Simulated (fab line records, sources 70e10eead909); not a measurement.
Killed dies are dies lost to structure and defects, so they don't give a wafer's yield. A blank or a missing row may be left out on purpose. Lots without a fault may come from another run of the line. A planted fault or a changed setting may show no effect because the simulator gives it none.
fab line records | flow nand_harc
record lots=6 wafers=18 last_day=32
route steps=1302 shown A_STAIRCASE@845
lots that met no fault: from a run of the same line without faults
start_h: hours from the record's first day to the start of the lot's first wafer shown | wait_h: hours since the lot's step before | " the same as in the row above | L1.1+2: a row that stands for several wafers | - no value, or no start given | * or withheld: withheld | < > ~ a bound
route shown NAME@n: a module of which the file shows steps, and the number in the route of the first | usual: mean/standard deviation of fault-free wafers | same: alike in all rows | chamber/n: place in a boat | sites: the reading at each site | _std_site: their standard deviation | _edge_site: outer sites' mean less inner sites' | radius_mm: how far each site lies from the wafer's centre | mask NAME#n: copy n | behind: the tool/chamber that last shaped the wafer | hold: why the lot was held/for how many hours/how that ended | device: the transistor (n, p or np) that didn't switch | end of line: the same wafers' tests at the end of the route | a step without rows: its recipe alone | killed: dies lost to structure and defects at the first sort, not the wafer's yield | map: a wafer's dies, x killed, . not, _ none there
set.NAME: the setting as run; set.NAME@STEP: as run at that earlier step | model.NAME: the simulator's own value behind a step, which no gauge read
lots at some steps of the route; a table a step, a row a wafer
services: from which hour (start_h, from the record's first day; less than 0 if before it) a tool's chamber was out of use, for how many hours, and why
## steps
# step NHARC_A_STAIRCASE_WET_418
# recipe temp_c=160 target_depth_a=200 chemistry=H3PO4
# step NHARC_A_STAIRCASE_PRECLEAN_419
# recipe time_s=* temp_c=50 bath_age_min=0 chemistry=SC1
# step NHARC_A_STAIRCASE_SRD_421
# step NHARC_A_STAIRCASE_ALD_420
# recipe target_thk_a=200 pulse_time_s=6 ald_cycles=200 temp_c=300 material=SiO2
# usual heater_power_w=473/29 precursor_pulse_height_rel=1.000/0.02 susceptor_temp_C=300.00/0.2
# columns lot.wafer tool chamber start_h wait_h heater_power_w precursor_pulse_height_rel susceptor_temp_C
L849.3 ald_hk-03 2 477.72 - 514 1.006 300.39
L849.4 " 3 " " 491 1.017 300.32
L849.1 " 0 " " 460 1.028 300.05
L850.4 ald_hk-04 2 497.05 - 517 1.006 300.13
L850.3 " 0 " " 463 0.987 300.18
L850.6 " 3 " " 450 0.981 300.04
L852.4 ald_hk-01 2 503.51 - 430 1.013 300.55
L852.6 " 1 " " 455 0.976 300.44
L852.5 " 2 " " 441 1.010 300.29
L851.1 ald_hk-01 1 505.15 - 462 1.011 299.81
L851.2 " 2 " " 446 0.965 299.70
L851.6 " 2 " " 439 0.991 299.62
L861.3 ald_hk-03 0 589.69 - 445 0.995 300.05
L861.1 " 1 " " 428 1.007 300.05
L861.4 " 3 " " 479 1.016 299.93
L863.2 ald_hk-01 1 604.86 - 477 0.975 299.78
L863.6 " 3 " " 508 1.014 300.03
L863.5 " 0 " " 461 0.998 300.09
# step NHARC_A_STAIRCASE_CVD_552
# recipe target_thk_a=400 temp_c=700 pressure_mtorr=300 material=SiNx
# step NHARC_A_STAIRCASE_DEP_151
# recipe target_thk_a=72000 temp_c=400 target_thk_nm=7200 teos_flow_sccm=200 rf_w=500 material=SiO2
# usual heater_power_w=612/80 susceptor_temp_C=400.00/0.21
# columns lot.wafer tool chamber start_h wait_h heater_power_w susceptor_temp_C
L849.1 pecvd-02 1 487.73 0.4 624 400.03
L849.3 " 2 " " 688 400.31
L849.4 " 2 " " 593 400.13
L850.3 pecvd-02 2 505.41 0.6 645 400.11
L850.6 " 1 " " 492 399.90
L850.4 " 2 " " 575 399.89
L851.1 pecvd-03 2 511.46 0.4 754 400.09
L851.2 " 0 " " 651 400.18
L851.6 " 2 " " 652 400.46
L852.5 pecvd-01 1 511.75 0.7 570 400.25
L852.4 " 2 " " 532 399.74
L852.6 " 0 " " 623 400.41
L861.3 pecvd-03 1 597.79 0.4 540 400.10
L861.1 " 0 " " 583 400.24
L861.4 " 0 " " 552 399.89
L863.2 pecvd-03 2 613.34 0.5 740 399.73
L863.5 " 2 " " 678 400.11
L863.6 " 0 " " 556 400.14
# step NHARC_A_STAIRCASE_ANNEAL_320
# recipe temp_c=750 time_s=1800
# step NHARC_A_STAIRCASE_DEP_322
# recipe target_thk_a=72000 temp_c=400 target_thk_nm=7200 teos_flow_sccm=200 rf_w=500 material=SiO2
# usual heater_power_w=614/78 susceptor_temp_C=400.04/0.21
# columns lot.wafer tool chamber start_h wait_h heater_power_w susceptor_temp_C
L849.1 pecvd-03 2 498.96 0.1 706 400.23
L849.3 " 0 " " 656 400.16
L849.4 " 2 " " 650 400.05
L850.3 pecvd-01 0 513.32 0.3 739 399.83
L850.4 " 1 " " 572 400.13
L850.6 " 2 " " 519 400.23
L851.1 pecvd-03 2 519.72 0.1 672 399.95
L851.2 " 1 " " 591 400.14
L851.6 " 2 " " 666 399.55
L852.5 pecvd-02 2 520.01 0.4 571 399.95
L852.4 " 0 " " 620 400.28
L852.6 " 1 " " 500 399.79
L861.3 pecvd-03 2 610.72 0.1 756 400.46
L861.1 " 1 " " 565 400.32
L861.4 " 2 " " 690 399.67
L863.2 pecvd-03 2 621.77 0.2 754 399.88
L863.5 " 1 " " 469 400.32
L863.6 " 2 " " 698 400.15
# step NHARC_A_STAIRCASE_ANNEAL_323
# recipe temp_c=750 time_s=1800
# step NHARC_A_STAIRCASE_DEP_325
# recipe target_thk_a=72000 temp_c=400 target_thk_nm=7200 teos_flow_sccm=200 rf_w=500 material=SiO2
# usual heater_power_w=620/85 susceptor_temp_C=399.98/0.23
# columns lot.wafer tool chamber start_h wait_h heater_power_w susceptor_temp_C
L849.3 pecvd-03 2 510.23 0.1 767 400.03
L849.1 " 1 " " 654 399.88
L849.4 " 2 " " 655 399.79
L850.3 pecvd-02 1 522.23 0.2 596 400.38
L850.6 " 0 " " 633 400.16
L850.4 " 2 " " 585 399.92
L851.1 pecvd-01 2 526.89 0.1 577 400.22
L851.2 " 0 " " 730 399.78
L851.6 " 1 " " 575 400.32
L852.6 pecvd-02 2 527.18 0.3 592 400.03
L852.4 " 0 " " 640 400.17
L852.5 " 1 " " 489 400.17
L861.3 pecvd-03 0 618.70 0.1 683 399.91
L861.1 " 1 " " 576 399.99
L861.4 " 2 " " 683 400.18
L863.2 pecvd-03 0 630.45 0.3 692 400.01
L863.5 " 1 " " 470 399.54
L863.6 " 2 " " 682 399.49
# step NHARC_A_STAIRCASE_ANNEAL_326
# recipe temp_c=750 time_s=1800
# usual run_length_s=1827/6.6 spike_tc_bottom_C=768.6/2.2 zone_power_lower_pct=12.6/0.86
# columns lot.wafer tool chamber start_h wait_h run_length_s spike_tc_bottom_C zone_power_lower_pct
L849.1 furnace-02 0 514.68 - 1842 770.9 11.7
L849.3 " 0 " " 1842 771.4 11.9
L849.4 " 0 " " 1842 771.2 11.7
L850.3 furnace-08 0 526.08 - 1824 769.7 13.1
L850.4 " 0 " " 1824 769.5 13.3
L850.6 " 0 " " 1824 769.6 13.2
L851.1 furnace-08 - 530.84 - - - -
L851.2 " - " " - - -
L851.6 " - " " - - -
L852.4 furnace-08 - 530.84 - - - -
L852.5 " - " " - - -
L852.6 " - " " - - -
L861.1 furnace-05 0 624.65 - 1833 765.5 11.6
L861.3 " 0 " " 1833 767.0 11.5
L861.4 " 0 " " 1833 766.4 11.3
L863.2 furnace-08 0 634.32 - 1832 771.6 13.4
L863.5 " 0 " " 1832 769.2 13.3
L863.6 " 0 " " 1832 770.5 13.3
## services
# columns tool chamber start_h hours kind
ald_hk-01 - 474.00 10.0 pm
furnace-08 - 480.05 26.0 pm
pecvd-01 - 492.18 13.0 pm
pecvd-02 - 493.86 0.6 repair
ald_hk-01 - 522.05 0.8 repair
furnace-05 - 538.30 3.6 repair
pecvd-03 2 542.28 12.3 repair
pecvd-03 - 547.17 13.0 pm
pecvd-03 0 547.17 13.0 vent_cycle
pecvd-03 1 547.17 13.0 vent_cycle
pecvd-03 0 560.17 - clean
pecvd-03 1 560.17 - clean
pecvd-03 2 560.17 - clean
ald_hk-03 - 568.69 10.0 pm
furnace-02 - 569.23 9.2 repair
furnace-02 - 578.46 26.0 pm
pecvd-02 - 589.13 13.0 pm
pecvd-02 0 589.13 13.0 vent_cycle
pecvd-02 1 589.13 13.0 vent_cycle
pecvd-02 2 589.13 13.0 vent_cycle
pecvd-02 0 602.13 - clean
pecvd-02 1 602.13 - clean
pecvd-02 2 602.13 - clean
ald_hk-04 - 617.43 10.0 pm
## key
first_sign step=NHARC_A_STAIRCASE_ANNEAL_326 reading=tool_record direction=missing
effect none on later readings
met_at NHARC_A_STAIRCASE_ANNEAL_326
struck_wafers L851.1,L851.2,L851.6,L852.4,L852.5,L852.6
later_rows_left_out L851.1,L851.2,L851.6,L852.4,L852.5,L852.6
sort_left_out L851.1,L851.2,L851.6,L852.4,L852.5,L852.6
tester_left_out L851,L852
onset_between 526.08 530.84
fault kind=skipped_step_whole tool=furnace-08 chamber=- onset_h=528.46 steps=NHARC_A_STAIRCASE_ANNEAL_326 scope=struck_lots_only
# tester_left_out: of these lots the tester's yield and bins aren't shown, on N5 and GAA mostly nor the transistor test; their killed dies are dies lost to structure and defects alone, not to doping, threshold or leakage, so they don't give the yield
# sort_left_out: the simulated sort isn't trusted on such a fault, so these wafers' sort isn't shown, and their yield isn't known
# later_rows_left_out: the simulator's readings of these wafers behind a module that went badly wrong aren't trusted and aren't shown, but for the sort
